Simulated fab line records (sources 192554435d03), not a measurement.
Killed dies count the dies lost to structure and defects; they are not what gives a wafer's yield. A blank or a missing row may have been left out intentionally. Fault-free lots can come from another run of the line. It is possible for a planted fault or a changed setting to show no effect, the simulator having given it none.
Chamber matching / flow n5 finfet / rie diel-05 running N5_BEOL_M7_ETCH_72: 4 sister chambers
The step etches underlayer in N2/H2, target depth 6.5 nm, time 5.2 s. 14 wafers are shown with their chamber, then 7 later ones without.

== WAFERS PAIRED WITH THEIR CHAMBERS ==
wafer=L074.2; chamber=2; drypump motor current A (A)=5.66; showerhead plenum p Torr (Torr)=2.50; etch rf on time s (s)=5.71
wafer=L074.3; chamber=0; drypump motor current A (A)=5.76; showerhead plenum p Torr (Torr)=2.51; etch rf on time s (s)=5.43
wafer=L074.5; chamber=3; drypump motor current A (A)=5.75; showerhead plenum p Torr (Torr)=2.47; etch rf on time s (s)=5.01
wafer=L079.1; chamber=3; drypump motor current A (A)=5.76; showerhead plenum p Torr (Torr)=2.46; etch rf on time s (s)=5.00
wafer=L079.2; chamber=1; drypump motor current A (A)=5.16; showerhead plenum p Torr (Torr)=2.40; etch rf on time s (s)=5.29
wafer=L079.3; chamber=0; drypump motor current A (A)=5.81; showerhead plenum p Torr (Torr)=2.50; etch rf on time s (s)=5.41
wafer=L085.3; chamber=3; drypump motor current A (A)=5.77; showerhead plenum p Torr (Torr)=2.46; etch rf on time s (s)=4.91
wafer=L085.5; chamber=3; drypump motor current A (A)=5.78; showerhead plenum p Torr (Torr)=2.46; etch rf on time s (s)=4.90
wafer=L085.6; chamber=0; drypump motor current A (A)=5.79; showerhead plenum p Torr (Torr)=2.50; etch rf on time s (s)=5.34
wafer=L088.1; chamber=1; drypump motor current A (A)=5.15; showerhead plenum p Torr (Torr)=2.39; etch rf on time s (s)=5.39
wafer=L088.2; chamber=2; drypump motor current A (A)=5.66; showerhead plenum p Torr (Torr)=2.49; etch rf on time s (s)=5.39
wafer=L088.4; chamber=0; drypump motor current A (A)=5.77; showerhead plenum p Torr (Torr)=2.50; etch rf on time s (s)=5.47
wafer=L091.1; chamber=2; drypump motor current A (A)=5.67; showerhead plenum p Torr (Torr)=2.49; etch rf on time s (s)=5.42
wafer=L091.3; chamber=0; drypump motor current A (A)=5.82; showerhead plenum p Torr (Torr)=2.50; etch rf on time s (s)=5.45

SIGNATURES (averages over the wafers above)
reading=drypump motor current A; chamber 0=5.7900; chamber 1=5.1550; chamber 2=5.6633; chamber 3=5.7650; scatter within a chamber=0.0179
reading=showerhead plenum p Torr; chamber 0=2.5020; chamber 1=2.3950; chamber 2=2.4933; chamber 3=2.4625; scatter within a chamber=0.00521
reading=etch rf on time s; chamber 0=5.4200; chamber 1=5.3400; chamber 2=5.5067; chamber 3=4.9550; scatter within a chamber=0.0936
Rule: for each reading, subtract the chamber's mean from the wafer's reading, divide by that reading's scatter and square the result; add these up over the readings and take the root, which gives the wafer's distance from the chamber. The wafer belongs to the nearest chamber; if the next one is less than 2 further off, it can't be placed. How the scatter is found: for the shown wafers, subtract from each reading the mean of its chamber, square and add these, divide the total by (wafers less chambers), then take the root.

== WAFERS WHOSE CHAMBER IS MISSING ==
wafer=L091.6; drypump motor current A (A)=5.67; showerhead plenum p Torr (Torr)=2.49; etch rf on time s (s)=5.41
wafer=L090.1; drypump motor current A (A)=5.17; showerhead plenum p Torr (Torr)=2.39; etch rf on time s (s)=5.33
wafer=L090.2; drypump motor current A (A)=5.76; showerhead plenum p Torr (Torr)=2.45; etch rf on time s (s)=4.99
wafer=L090.4; drypump motor current A (A)=5.77; showerhead plenum p Torr (Torr)=2.45; etch rf on time s (s)=5.05
wafer=L095.1; drypump motor current A (A)=5.82; showerhead plenum p Torr (Torr)=2.49; etch rf on time s (s)=5.37
wafer=L095.5; drypump motor current A (A)=5.75; showerhead plenum p Torr (Torr)=2.45; etch rf on time s (s)=4.96
wafer=L095.6; drypump motor current A (A)=5.66; showerhead plenum p Torr (Torr)=2.49; etch rf on time s (s)=5.39

== WHICH CHAMBER EACH ONE RAN IN ==
wafer=L091.6; from the rows above=2; in truth=2
wafer=L090.1; from the rows above=1; in truth=1
wafer=L090.2; from the rows above=3; in truth=3
wafer=L090.4; from the rows above=3; in truth=3
wafer=L095.1; from the rows above=0; in truth=0
wafer=L095.5; from the rows above=3; in truth=3
wafer=L095.6; from the rows above=2; in truth=2
Correctly placed: 7 of 7. Left unplaced by these rows: 0. Wrongly placed: 0.
